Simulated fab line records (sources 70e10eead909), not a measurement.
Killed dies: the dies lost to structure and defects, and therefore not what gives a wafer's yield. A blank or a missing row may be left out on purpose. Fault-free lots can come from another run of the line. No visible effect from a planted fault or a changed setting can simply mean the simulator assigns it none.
fab line records	flow nandHarc
[record] lots = 5	wafers = 15	lastDay = 30
route steps=1302 shown A_CONTACT@1033 END@1302
lots that met no fault: from a run of the same line without faults
startH: hours from the record's first day to the start of the lot's first wafer shown	waitH: hours elapsed since this lot's preceding step	" same as the row above	L1.1+2: a single row standing in for several wafers	- either no value or no given start	* or withheld: withheld	< > ~ a bound
route shown NAME@n: NAME is a module with steps in the file, n the number in the route of the first one	usual: mean/standard deviation taken from wafers without a fault	same: alike in all rows	chamber/n: place in a boat	sites: the reading at each site	_std_site: their standard deviation	_edge_site: inner sites' mean taken away from outer sites' mean	radiusMm: how far each site lies from the wafer's centre	mask NAME#n: copy n	behind: the last tool/chamber to shape the wafer	hold: why the lot went on hold/how many hours it stayed there/how the hold came to an end	device: which transistor (n, p or np) failed to switch	end of line: the same wafers' tests at the end of the route	where a step has no rows: the recipe by itself	killed: at the first sort, the dies lost to defects and structure; wafer yield is something else	map: a wafer's dies, marking killed ones x, the rest . and places with no die _
set.NAME: the run value of the setting; set.NAME@STEP: its run value at that earlier step	model.NAME: the simulator's own value behind a step, which no gauge read
lots at some steps of the route; a table a step, a row a wafer
services: from which hour (startH, from the record's first day; less than 0 if before it) a tool's chamber was out of use, for how many hours, and why
[[steps]]
[step NHARC_A_CONTACT_COAT_63]
[recipe] spinRpm = 1500	resistThkNm = 90
[step NHARC_A_CONTACT_SOFTBAKE_64]
[recipe] tempC = 105	timeS = 55
[step NHARC_A_CONTACT_EBR_65]
[step NHARC_A_CONTACT_EXPOSE_66]
[recipe] na = 1.35	sigmaOuter = 0.8	doseMj = 59.02	maskId = A_CC_2
[step NHARC_A_CONTACT_PEB_67]
[recipe] pebTempC = 100	pebTimeS = 65
[step NHARC_A_CONTACT_DEVELOP_68]
[recipe] developTimeS = 35	devTempC = 23
[step NHARC_A_CONTACT_CD_MEAS_69]
[recipe] targetCdNm = 300	landingEnergyEv = 500
[usual] cdNm = 300.0/0.52
lot.wafer	tool	chamber	startH	waitH	cdNm
L261.3	cdSem-02	0	517.09	-	300.5
L261.4	"	0	"	"	300.2
L261.5	"	0	"	"	300.1
L262.3	cdSem-02	0	519.67	-	299.8
L262.4	"	0	"	"	299.7
L262.6	"	0	"	"	300.2
L260.4	cdSem-01	0	575.57	-	299.5
L260.5	"	0	"	"	300.0
L260.6	"	0	"	"	299.5
L272.2	cdSem-01	0	641.23	-	299.4
L272.3	"	0	"	"	299.4
L272.5	"	0	"	"	300.3
L277.1	cdSem-01	0	659.76	-	300.4
L277.5	"	0	"	"	300.2
L277.6	"	0	"	"	300.6
[step NHARC_A_CONTACT_OVL_MEAS_70]
[usual] overlayXNm = 0.0/0.73	overlayYNm = 0.2/0.72
lot.wafer	tool	chamber	startH	waitH	overlayXNm	overlayYNm
L261.3	overlay-02	-	517.18	-	0.4	0.0
L261.4	"	-	"	"	0.2	-0.3
L261.5	"	-	"	"	0.0	-0.3
L262.3	overlay-02	-	519.75	-	0.3	1.7
L262.4	"	-	"	"	0.2	0.7
L262.6	"	-	"	"	0.3	1.0
L260.4	overlay-02	-	575.65	-	0.9	1.2
L260.5	"	-	"	"	0.6	1.0
L260.6	"	-	"	"	1.4	1.6
L272.2	overlay-01	-	641.31	-	-1.0	0.2
L272.3	"	-	"	"	-0.8	0.6
L272.5	"	-	"	"	-0.8	-0.2
L277.1	overlay-02	-	659.85	-	-1.7	0.7
L277.5	"	-	"	"	-1.6	0.5
L277.6	"	-	"	"	-1.9	1.2
[step NHARC_A_CONTACT_INSPECT_71]
[usual] rawDefectCount = 83/43
lot.wafer	tool	chamber	startH	waitH	rawDefectCount
L261.3	defectInspect-01	-	517.21	0.0	64
L261.4	"	-	"	"	59
L261.5	"	-	"	"	55
L262.3	defectInspect-01	-	519.79	0.0	107
L262.4	"	-	"	"	120
L262.6	"	-	"	"	105
L260.4	defectInspect-01	-	575.69	0.0	128
L260.5	"	-	"	"	117
L260.6	"	-	"	"	104
L272.2	defectInspect-02	-	641.35	0.0	76
L272.3	"	-	"	"	64
L272.5	"	-	"	"	72
L277.1	defectInspect-01	-	659.88	0.0	50
L277.5	"	-	"	"	53
L277.6	"	-	"	"	61
[step NHARC_A_CONTACT_DESCUM_74]
[recipe] timeS = 3	o2FlowSccm = 200	arFlowSccm = 0	biasPowerW = 0	chemistry = O2
[step NHARC_A_CONTACT_ETCH_75]
[recipe] targetDepthA = 390	overEtchFrac = 0.3	timeS = 65	ionEnergyEv = 80	cf4FlowSccm = 150	arFlowSccm = 0	rfW = 300	biasW = 100	chemistry = CF4
[step NHARC_A_CONTACT_ETCH_76]
[recipe] targetDepthA = 2600	overEtchFrac = 0.3	timeS = 475.3	ionEnergyEv = 200	n2FlowSccm = 150	h2FlowSccm = 150	arFlowSccm = 0	rfW = 400	biasW = 150	chemistry = N2/H2
[step NHARC_A_CONTACT_ETCH_77]
[recipe] targetDepthA = 1089	timeS = 54.5	cf4FlowSccm = 100	chf3FlowSccm = 30	arFlowSccm = 0	rfW = 500	biasW = 200	chemistry = CF4/CHF3
[usual] drypumpMotorCurrentA = 5.5/0.44	oesProductAu = 0.938/0.021	rfVppV = 369.8/2.3	showerheadPlenumPTorr = 1.55/0.066	throttleValvePct = 16.803/0.0084
lot.wafer	tool	chamber	startH	waitH	drypumpMotorCurrentA	oesProductAu	rfHoursCounterH	rfVppV	showerheadPlenumPTorr	throttleValvePct
L261.3	rieDiel-13	0	517.80	-	5.2	0.910	29	371.5	1.58	16.791
L261.4	"	2	"	"	4.9	0.926	27	367.1	1.48	16.807
L261.5	"	3	"	"	5.6	0.930	-	369.6	1.53	16.813
L262.4	rieDiel-12	3	520.38	-	5.8	0.939	22	376.0	1.69	16.799
L262.3	"	0	"	"	6.3	0.924	23	370.8	1.59	16.797
L262.6	"	2	"	"	5.5	0.926	-	366.3	1.48	16.802
L260.4	rieDiel-13	2	576.31	-	4.9	0.916	7	367.1	1.48	16.803
L260.6	"	0	"	"	5.2	0.914	-	369.8	1.57	16.821
L260.5	"	1	"	"	5.7	0.917	-	372.4	1.62	16.801
L272.3	rieDiel-13	0	641.94	-	5.1	0.955	21	370.5	1.57	16.798
L272.2	"	1	"	"	5.7	0.966	20	372.0	1.61	16.797
L272.5	"	3	"	"	5.5	0.981	-	369.2	1.53	16.797
L277.1	rieDiel-12	1	661.13	-	6.6	0.963	13	365.6	1.47	16.812
L277.5	"	0	"	"	6.3	0.962	-	370.4	1.58	16.787
L277.6	"	2	"	"	5.4	0.949	-	366.5	1.47	16.801
[step NHARC_A_CONTACT_ETCH_78]
[recipe] targetDepthA = 53000	overEtchFrac = 0.3	timeS = 1378	ionEnergyEv = 150	o2FlowSccm = 400	cosFlowSccm = 20	arFlowSccm = 0	rfW = 500	biasW = 300	chemistry = O2/COS
[step NHARC_A_CONTACT_ETCH_124]
[recipe] sourceW = withheld	pressureMtorr = 20	biasV = withheld	timeS = 140	targetDepthA = 7000	arFlowSccm = withheld	c4f8FlowSccm = withheld	o2FlowSccm = withheld	chemistry = C4F8/O2/Ar
[step NHARC_A_CONTACT_ETCH_125]
[recipe] sourceW = withheld	pressureMtorr = 20	biasV = 3000	timeS = 197	targetDepthA = 19180	arFlowSccm = withheld	c4f8FlowSccm = withheld	o2FlowSccm = withheld	chemistry = C4F8/O2/Ar
[step NHARC_A_CONTACT_ETCH_126]
[recipe] sourceW = withheld	pressureMtorr = 20	biasV = 3000	timeS = 197	targetDepthA = 19180	arFlowSccm = withheld	c4f8FlowSccm = withheld	o2FlowSccm = withheld	chemistry = C4F8/O2/Ar
[step NHARC_A_CONTACT_ETCH_127]
[recipe] sourceW = withheld	pressureMtorr = 20	biasV = 3000	timeS = 197	targetDepthA = 19180	arFlowSccm = withheld	c4f8FlowSccm = withheld	o2FlowSccm = withheld	chemistry = C4F8/O2/Ar
[step NHARC_A_CONTACT_ETCH_128]
[recipe] sourceW = withheld	pressureMtorr = 20	biasV = 3000	timeS = 197	targetDepthA = 19180	arFlowSccm = withheld	c4f8FlowSccm = withheld	o2FlowSccm = withheld	chemistry = C4F8/O2/Ar
lot.wafer	tool	chamber	startH	waitH	rfHoursCounterH
L261.3	harCapEtch-01	1	519.60	0.1	-
L261.4	"	0	"	"	-
L261.5	"	1	"	"	-
L262.4	harCapEtch-03	1	522.17	0.1	-
L262.3	"	0	"	"	-
L262.6	"	0	"	"	-
L260.4	harCapEtch-02	0	578.80	0.1	-
L260.6	"	0	"	"	-
L260.5	"	1	"	"	-
L272.2	harCapEtch-01	1	643.71	0.1	25
L272.3	"	1	"	"	-
L272.5	"	0	"	"	-
L277.1	harCapEtch-03	0	663.11	0.1	69
L277.5	"	1	"	"	-
L277.6	"	0	"	"	-
[step NHARC_A_CONTACT_ETCH_129]
[recipe] sourceW = withheld	pressureMtorr = 20	biasV = 3000	timeS = 197	targetDepthA = 19180	arFlowSccm = withheld	c4f8FlowSccm = withheld	o2FlowSccm = withheld	chemistry = C4F8/O2/Ar
lot.wafer	tool	chamber	startH	waitH	rfHoursCounterH
L261.3	harCapEtch-01	1	519.77	0.1	-
L261.4	"	0	"	"	-
L261.5	"	1	"	"	-
L262.4	harCapEtch-03	1	522.35	0.1	-
L262.3	"	0	"	"	-
L262.6	"	0	"	"	-
L260.4	harCapEtch-02	0	578.98	0.1	-
L260.6	"	0	"	"	-
L260.5	"	1	"	"	-
L272.2	harCapEtch-01	1	643.89	0.1	25
L272.3	"	1	"	"	-
L272.5	"	0	"	"	-
L277.1	harCapEtch-03	0	663.29	0.1	69
L277.5	"	1	"	"	-
L277.6	"	0	"	"	-
[step NHARC_A_CONTACT_ETCH_130]
[recipe] sourceW = withheld	pressureMtorr = 20	biasV = 3000	timeS = 197	targetDepthA = 19180	arFlowSccm = withheld	c4f8FlowSccm = withheld	o2FlowSccm = withheld	chemistry = C4F8/O2/Ar
[step NHARC_A_CONTACT_ETCH_131]
[recipe] sourceW = withheld	pressureMtorr = 20	biasV = 3000	timeS = 197	targetDepthA = 19180	arFlowSccm = withheld	c4f8FlowSccm = withheld	o2FlowSccm = withheld	chemistry = C4F8/O2/Ar
[step NHARC_A_CONTACT_ETCH_132]
[recipe] sourceW = withheld	pressureMtorr = 20	biasV = 3000	timeS = 197	targetDepthA = 19240	arFlowSccm = withheld	c4f8FlowSccm = withheld	o2FlowSccm = withheld	chemistry = C4F8/O2/Ar
lot.wafer	tool	chamber	startH	waitH	rfHoursCounterH
L261.3	harCapEtch-01	1	520.30	0.1	-
L261.4	"	0	"	"	-
L261.5	"	1	"	"	-
L262.4	harCapEtch-03	1	522.89	0.1	-
L262.3	"	0	"	"	-
L262.6	"	0	"	"	-
L260.4	harCapEtch-02	0	579.51	0.1	-
L260.6	"	0	"	"	-
L260.5	"	1	"	"	-
L272.2	harCapEtch-01	1	644.42	0.1	26
L272.3	"	1	"	"	-
L272.5	"	0	"	"	-
L277.1	harCapEtch-03	0	663.82	0.1	70
L277.5	"	1	"	"	-
L277.6	"	0	"	"	-
[step NHARC_A_CONTACT_ETCH_133]
[recipe] sourceW = withheld	pressureMtorr = 20	biasV = 400	timeS = 374	targetDepthA = 16100	arFlowSccm = withheld	c4f8FlowSccm = 11.5	o2FlowSccm = 7.2	chemistry = C4F8/O2/Ar
lot.wafer	tool	chamber	startH	waitH	rfHoursCounterH
L261.3	harCapEtch-01	1	520.56	0.2	-
L261.4	"	0	"	"	-
L261.5	"	1	"	"	-
L262.4	harCapEtch-03	1	523.15	0.2	-
L262.3	"	0	"	"	-
L262.6	"	0	"	"	-
L260.4	harCapEtch-02	0	579.77	0.2	-
L260.6	"	0	"	"	-
L260.5	"	1	"	"	-
L272.2	harCapEtch-01	1	644.64	0.2	26
L272.3	"	1	"	"	-
L272.5	"	0	"	"	-
L277.1	harCapEtch-03	0	664.04	0.2	70
L277.5	"	1	"	"	-
L277.6	"	0	"	"	-
[step NHARC_A_CONTACT_ETCH_91]
[recipe] targetDepthA = 400	overEtchFrac = 0.5	timeS = 85.7	ionEnergyEv = 120	ch3fFlowSccm = 50	o2FlowSccm = 30	arFlowSccm = 200	rfW = 500	biasW = 100	chemistry = CH3F/O2
[step NHARC_A_CONTACT_ETCH_97]
[recipe] targetDepthA = 200	overEtchFrac = 0.5	timeS = 10	ionEnergyEv = 250	c4f6FlowSccm = 25	o2FlowSccm = 20	arFlowSccm = 500	rfW = 600	biasW = 500	chemistry = C4F6/O2
[step NHARC_A_CONTACT_CD_MEAS_80]
[usual] cdNm = 289.3/0.83
lot.wafer	tool	chamber	startH	waitH	cdNm
L261.3	cdSem-01	-	521.42	-	289.7
L261.4	"	-	"	"	289.7
L261.5	"	-	"	"	290.1
L262.3	cdSem-02	-	524.75	-	289.5
L262.4	"	-	"	"	289.6
L262.6	"	-	"	"	289.9
L260.4	cdSem-01	-	580.68	-	289.4
L260.5	"	-	"	"	289.2
L260.6	"	-	"	"	289.2
L272.2	cdSem-03	-	645.57	-	289.1
L272.3	"	-	"	"	287.6
L272.5	"	-	"	"	287.7
L277.1	cdSem-01	-	664.96	-	289.2
L277.5	"	-	"	"	289.8
L277.6	"	-	"	"	289.3
[step NHARC_A_CONTACT_STRIP_103]
[recipe] n2FlowSccm = 150	h2FlowSccm = 150	arFlowSccm = 0	biasW = 0	chemistry = N2/H2
[step NHARC_A_CONTACT_STRIP_104]
[recipe] cf4FlowSccm = 100	chf3FlowSccm = 30	arFlowSccm = 0	biasW = 0	chemistry = CF4/CHF3
[step NHARC_A_CONTACT_STRIP_105]
[recipe] o2FlowSccm = 400	cosFlowSccm = 20	arFlowSccm = 0	biasW = 0	chemistry = O2/COS
[step NHARC_A_CONTACT_ETCH_106]
[recipe] targetDepthA = 900	overetchA = 90	timeS = 49.5	ionEnergyEv = 100	cf4FlowSccm = 80	o2FlowSccm = 20	arFlowSccm = 0	rfW = 300	biasW = 100	chemistry = CF4/O2
[step NHARC_A_CONTACT_STRIP_82]
[recipe] o2FlowSccm = 500	arFlowSccm = 0	biasW = 0	chemistry = O2
[step NHARC_A_CONTACT_STRIP_83]
[recipe] timeS = 600	tempC = 30	chemistry = postEtchResidueRemover
[step NHARC_A_CONTACT_DEP_84]
[recipe] targetThkA = 28000	tempC = 400	material = aC
[usual] throttleValvePct = 35.000/0.0097
lot.wafer	tool	chamber	startH	waitH	throttleValvePct
L261.3	aclDep-02	0	523.07	-	34.986
L261.4	"	0	"	"	34.999
L261.5	"	0	"	"	35.001
L262.3	aclDep-01	0	526.26	-	34.993
L262.4	"	0	"	"	35.006
L262.6	"	0	"	"	35.013
L260.4	aclDep-02	0	586.89	-	35.015
L260.5	"	0	"	"	34.984
L260.6	"	0	"	"	34.987
L272.2	aclDep-02	0	647.63	-	35.005
L272.3	"	0	"	"	35.007
L272.5	"	0	"	"	34.989
L277.1	aclDep-02	0	666.48	-	35.013
L277.5	"	0	667.63	-	35.011
L277.6	"	0	"	"	34.987
[step NHARC_A_CONTACT_DEP_85]
[recipe] targetThkA = 600	targetThkNm = 60	tempC = 400	pressureTorr = 3.5	flowSccm = 200	rfW = 350	material = SiON
[step NHARC_A_CONTACT_DEHYDRATE_00]
[recipe] tempC = 150	timeS = 120
[step NHARC_A_CONTACT_HMDS_01]
[recipe] timeS = 30
[step NHARC_A_CONTACT_COAT_86]
[recipe] tempC = 260	timeS = 75
[step NHARC_A_CONTACT_COAT_87]
[recipe] tempC = 225	timeS = 65
[step NHARC_A_CONTACT_COAT_02]
[recipe] spinRpm = 1500	resistThkNm = 90
[step NHARC_A_CONTACT_SOFTBAKE_03]
[recipe] tempC = 105	timeS = 55
[step NHARC_A_CONTACT_EBR_04]
[step NHARC_END_SORT_01]
[recipe] tempC = 25
[usual] killedAtArray = 55/22	killedAtOther = 1.1/1.4	killedAtPeriphery = 4/3.2	killedDies = 59/22	killedOpen = 3.3/1.8	killedShort = 2.5/1.5
[same] grossDies = 677
lot.wafer	tool	chamber	startH	waitH	killedAtArray	killedAtOther	killedAtPeriphery	killedDies	killedOpen	killedShort
L261.3	prober-02	0	581.52	3.1	28	0	7	35	2	3
L261.4	prober-02	0	582.31	3.4	56	0	2	58	6	3
L261.5	prober-02	0	583.10	3.7	46	2	3	51	5	1
L260.4	prober-01	0	640.54	3.4	87	2	3	92	2	1
L260.5	prober-01	0	641.34	3.7	148	1	0	149	4	3
L260.6	prober-01	0	642.14	4.0	65	2	2	69	6	4
// killed by level:class
L261.3 A_CHANNEL_HOLE_D1:chamberFilmFlake=11 A_CHANNEL_HOLE_D2:chamberFilmFlake=9 P_STI:chamberFilmFlake=2 A_CONTACT:chamberFilmFlake=2 P_GATE:geometricParticle:short=1 P_M0:geometricParticle:open=1 A_DECK1_JOINT:geometricParticle:short=1 A_ONON_D2:geometricParticle:short=1
L261.4 A_CHANNEL_HOLE_D1:chamberFilmFlake=31 A_CHANNEL_HOLE_D2:chamberFilmFlake=7 A_CONTACT:chamberFilmFlake=5 A_CHANNEL_FILL_D1:geometricParticle:open=2 A_STAIRCASE:chamberFilmFlake=2 A_WL_FILL:chamberFilmFlake=2 P_GATE:geometricParticle:short=1 P_M1:geometricParticle:open=1
L261.5 A_CHANNEL_HOLE_D1:chamberFilmFlake=32 A_CHANNEL_HOLE_D2:chamberFilmFlake=7 A_CHANNEL_FILL_D1:chamberFilmFlake=2 THIN_TSV:chamberFilmFlake=2 P_CONTACT:geometricParticle:open=1 P_M0:geometricParticle:open=1 A_CHANNEL_FILL_D1:geometricParticle:open=1 A_CHANNEL_FILL_D2:geometricParticle:open=1
L260.4 A_SLIT:chamberFilmFlake=36 A_CHANNEL_HOLE_D2:chamberFilmFlake=34 A_CHANNEL_HOLE_D1:chamberFilmFlake=11 A_CONTACT:chamberFilmFlake=2 THIN_TSV:chamberFilmFlake=2 P_M0:geometricParticle:open=1 A_SGD_CUT:geometricParticle:short=1 A_BLC:geometricParticle:open=1
L260.5 A_CONTACT:unspecified=64 A_CHANNEL_HOLE_D2:chamberFilmFlake=35 A_SLIT:chamberFilmFlake=27 A_CHANNEL_HOLE_D1:chamberFilmFlake=4 A_STAIRCASE:chamberFilmFlake=4 A_BLC:chamberFilmFlake=3 A_ONON_D2:geometricParticle:open=2 A_WL_FILL:geometricParticle:short=2
L260.6 A_SLIT:chamberFilmFlake=28 A_CHANNEL_HOLE_D1:chamberFilmFlake=11 A_CHANNEL_HOLE_D2:chamberFilmFlake=11 A_ONON_D1:geometricParticle:open=2 A_STAIRCASE:chamberFilmFlake=2 A_CONTACT:chamberFilmFlake=2 A_BLC:chamberFilmFlake=2 P_CONTACT:geometricParticle:short=1
// map L260.5 (x killed, . not)
____________.____________
_________......._________
_______..........x_______
______.............______
_____..............._____
____.................____
____.....x.........x.____
___...x...............___
___.....xx.x.x.x.x....___
__.....xxxxx..x........__
__.....x.xxx...xx.x....__
_....xxxxxx..x.x.x......_
_......xxxxx..xx.xx....._
_...x..xxxx.x.x.x.x....._
_.....xxxx.xxxxxx......._
_.....x.x.xx.xxxx......._
...............x.........
........x.......x........
.................x.......
...........x.....x.......
.........x...............
_x.............x........_
_........x.........x...._
_..........xx..........._
_.......xx.xx.........x._
_.........xxx.x.....x..._
__.....xxxxxx..........__
__......xxxx.x.........__
___....xxxxxxx........___
___....xxxxxxx........___
____...xxxxxxx.......____
____..xxxxxxxx.......____
_____..xxxxxxx......_____
______.x.xxx.......______
_______...xxx....._______
_________.xxx..x_________
____________.____________
// map L261.4 (x killed, . not)
____________.____________
_________......._________
_______..........._______
______.............______
_____......x........_____
____......x..x.x.....____
____..........x......____
___....x.x............___
___.....x.xx....x.....___
__....xxxx.x..x........__
__....x.x.x............__
_.....xxxxxxx..........x_
_.....xxxxxx............_
_.....xxxxx............._
_.x....................._
_......................._
...x.....x...............
....x....................
.......................x.
.........................
.........................
_......x.............x.._
_......................._
_...................xxx._
_.................x....._
_............x......x..._
__................x....__
__.....x...............__
___.................x.___
___.............x.....___
____...........x.....____
____.................____
_____..............._____
______.............______
_______.........x._______
_________......._________
____________.____________
[[services]]
tool	chamber	startH	hours	kind
harCapEtch-01	-	497.00	17.0	pm
harCapEtch-01	0	497.00	17.0	ventCycle
harCapEtch-01	1	497.00	17.0	ventCycle
harCapEtch-02	-	498.05	0.2	repair
rieDiel-13	0	498.33	-	clean
rieDiel-13	1	498.33	-	clean
rieDiel-13	2	498.33	-	clean
rieDiel-13	3	498.33	-	clean
harCapEtch-01	0	514.00	-	clean
harCapEtch-01	1	514.00	-	clean
rieDiel-13	-	519.00	9.0	pm
rieDiel-13	0	519.00	9.0	ventCycle
rieDiel-13	1	519.00	9.0	ventCycle
rieDiel-13	2	519.00	9.0	ventCycle
rieDiel-13	3	519.00	9.0	ventCycle
rieDiel-13	0	528.00	-	clean
rieDiel-13	1	528.00	-	clean
harCapEtch-01	-	533.08	1.5	repair
aclDep-01	-	549.60	13.0	pm
harCapEtch-03	-	571.77	11.1	repair
harCapEtch-03	-	603.79	0.5	repair
aclDep-02	-	605.37	13.0	pm
rieDiel-12	-	622.52	9.0	pm
rieDiel-12	3	659.32	4.4	repair
[[key]]
[firstSign] step = NHARC_END_SORT_01	reading = killedAtArray	direction = up	sigmas = 4.2	usual = 55	struck = 148
[effect] step = NHARC_END_SORT_01	reading = killedDies	direction = up	sigmas = 4.1	usual = 59	struck = 149
[moreKillsBornAt] NHARC_A_CONTACT_ETCH_77@rieDiel-13 = 64
metAt NHARC_A_CONTACT_ETCH_77
struckWafers L260.5
testerLeftOut L260
[fault] kind = chamberParticleSource	tool = rieDiel-13	chamber = 1	onsetH = 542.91	steps = NHARC_A_CONTACT_ETCH_77	ratePerVisitCm2 = 0.37759	endH = 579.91
// testerLeftOut: of these lots the tester's yield and bins aren't shown, on N5 and GAA mostly nor the transistor test; their killed dies are dies lost to structure and defects alone, not to doping, threshold or leakage, so they don't give the yield
